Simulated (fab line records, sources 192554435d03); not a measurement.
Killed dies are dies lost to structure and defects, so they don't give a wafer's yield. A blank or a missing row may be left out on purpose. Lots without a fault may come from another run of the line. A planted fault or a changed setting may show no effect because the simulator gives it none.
Chamber matching | flow n5_finfet | N5_DUMMY_GATE_ALD_02 on ald_sin-04: 4 sister chambers
The step deposits SiO2, target thk 2 nm, pulse time 1 s. 4 wafers are shown with their chamber, then 8 later ones without.

WAFERS WITH THEIR CHAMBER
wafer  | chamber | heater_power_w (W)
L079.3 | 2       | 428
L090.2 | 0       | 381
L090.6 | 3       | 367
L093.1 | 1       | 464

WAFERS WITHOUT THEIR CHAMBER
wafer  | heater_power_w (W)
L093.5 | 470
L093.6 | 432
L094.2 | 482
L094.3 | 382
L094.5 | 382
L096.1 | 473
L096.3 | 385
L096.5 | 376

WHICH CHAMBER EACH WENT THROUGH
wafer  | from the rows above     | in truth
L093.5 | 1                       | 1
L093.6 | 2                       | 2
L094.2 | 1                       | 1
L094.3 | can't be placed: 0 or 3 | 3
L094.5 | can't be placed: 0 or 3 | 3
L096.1 | 1                       | 1
L096.3 | can't be placed: 0 or 3 | 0
L096.5 | can't be placed: 0 or 3 | 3
Placed correctly: 4 of 8. Can't be placed from these rows: 4 (the true chamber is among the candidates in 4). Placed wrongly: 0.
How it was worked out, from the rows above alone: a wafer's distance from a chamber is the root of the sum, over the readings, of the square of ((its reading less the chamber's mean) divided by the reading's scatter). The wafer belongs to the nearest chamber; if the next one is less than 2 further off, it can't be placed. A chamber's mean is the mean of its shown wafers. The scatter: with one shown wafer a chamber, the root of the mean of the squares of how far each hidden wafer lies from its nearest shown one.
